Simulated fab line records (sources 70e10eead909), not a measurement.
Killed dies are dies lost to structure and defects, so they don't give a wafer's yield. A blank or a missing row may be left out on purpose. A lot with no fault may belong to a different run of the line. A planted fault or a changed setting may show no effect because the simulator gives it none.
A struck lot beside a sound one -- flow nandHarc -- 14 out of 1159 route steps
Sound: these wafers, L500.1, L500.4, L500.6. Struck: wafer L508.2. (L508.3 of the same lot was not struck and is left out.) The cause comes at the end.
At each step with rows: each side's tool, then ch and its chambers, then its first start. Under that, the readings that differ: sound wafers -- struck wafers -- difference of the means -- sigmas: that difference in standard deviations of wafers without a fault.
alike: readings whose means differ by less than 2 such deviations, and words and numbers that are the same on both sides. not compared: withheld readings, readings that some wafer has no value for, bounds like >300 that may hide the same value, and numbers for which the record gives no deviation and whose values overlap.
Wherever a step has rows on one side only, a row that says differs or no value, or a row with sigmas, the two part there. Numbers that have no deviation but don't overlap get no sigmas and don't part them. A reading that every wafer of one side lacks parts them only if that side has two wafers or more.

first, 8 steps without rows for these wafers: NHARC_A_CONTACT_COAT_34 (time 75 s); NHARC_A_CONTACT_COAT_35 (time 65 s); NHARC_A_CONTACT_COAT_36 (resist thk 90 nm); NHARC_A_CONTACT_SOFTBAKE_37 (time 55 s); NHARC_A_CONTACT_EBR_38; NHARC_A_CONTACT_EXPOSE_39 (exposes mask A CC 3); NHARC_A_CONTACT_PEB_40 (peb time 65 s); NHARC_A_CONTACT_DEVELOP_41 (develop time 35 s).
NHARC_A_CONTACT_CD_MEAS_42: target cd 200 nm.
  sound on cdSem-01 ch 0, day 16 15:27; struck on cdSem-01 ch 0, day 18 17:07
reading,sound,struck,difference,sigmas
cdNm (nm),199.6 199.5 198.8,201.2,+1.9,+3
NHARC_A_CONTACT_OVL_MEAS_43:
  sound on overlay-02, day 16 15:32; struck on overlay-02, day 18 17:12
  alike: overlayXNm, overlayYNm
NHARC_A_CONTACT_INSPECT_44:
  sound on defectInspect-02, day 16 15:35; struck on defectInspect-02, day 18 17:14
  alike: rawDefectCount
NHARC_A_CONTACT_DESCUM_47: chemistry O2, time 3 s.
  sound on rieDiel-05 ch 0,1,3, day 16 15:40; struck on rieDiel-12 ch 2, day 18 17:19
  alike: drypumpMotorCurrentA, o2FlowSccm, oesProductAu, rfVppV, showerheadPlenumPTorr, throttleValvePct
  not compared: rfHoursCounterH
NHARC_A_CONTACT_ETCH_48: etches the open film in CF4, target depth 39 nm, time 65 s.
  sound on rieDiel-05 ch 0,1,3, day 16 15:54; struck on rieDiel-12 ch 0, day 18 17:23
reading,sound,struck,difference,sigmas
drypumpMotorCurrentA (A),5.9 6.0 4.8,6.6,+1.0,+2
runLengthS (s),86.65 86.48 86.64,69.04,-17.55,-58
  alike: oesProductAu, rfVppV, showerheadPlenumPTorr, throttleValvePct
  not compared: rfFwdPowerW, rfHoursCounterH
NHARC_A_CONTACT_ETCH_49: etches the open film in N2/H2, target depth 260 nm, time 475.3 s.
  sound: rieDiel-05 ch 0,2; struck: rieDiel-12 ch 0
reading,sound,struck,difference,sigmas
runLengthS (s),496.3 496.9 496.4,497.5,+1.0,+3
  alike: drypumpMotorCurrentA, h2FlowSccm, oesProductAu, rfFwdPowerW, rfVppV, showerheadPlenumPTorr, throttleValvePct
  not compared: rfHoursCounterH

== WHERE THEY PART ==
First at NHARC_A_CONTACT_CD_MEAS_42; last, within this record, at NHARC_A_CONTACT_ETCH_49.

WHY: whatever the simulator had introduced
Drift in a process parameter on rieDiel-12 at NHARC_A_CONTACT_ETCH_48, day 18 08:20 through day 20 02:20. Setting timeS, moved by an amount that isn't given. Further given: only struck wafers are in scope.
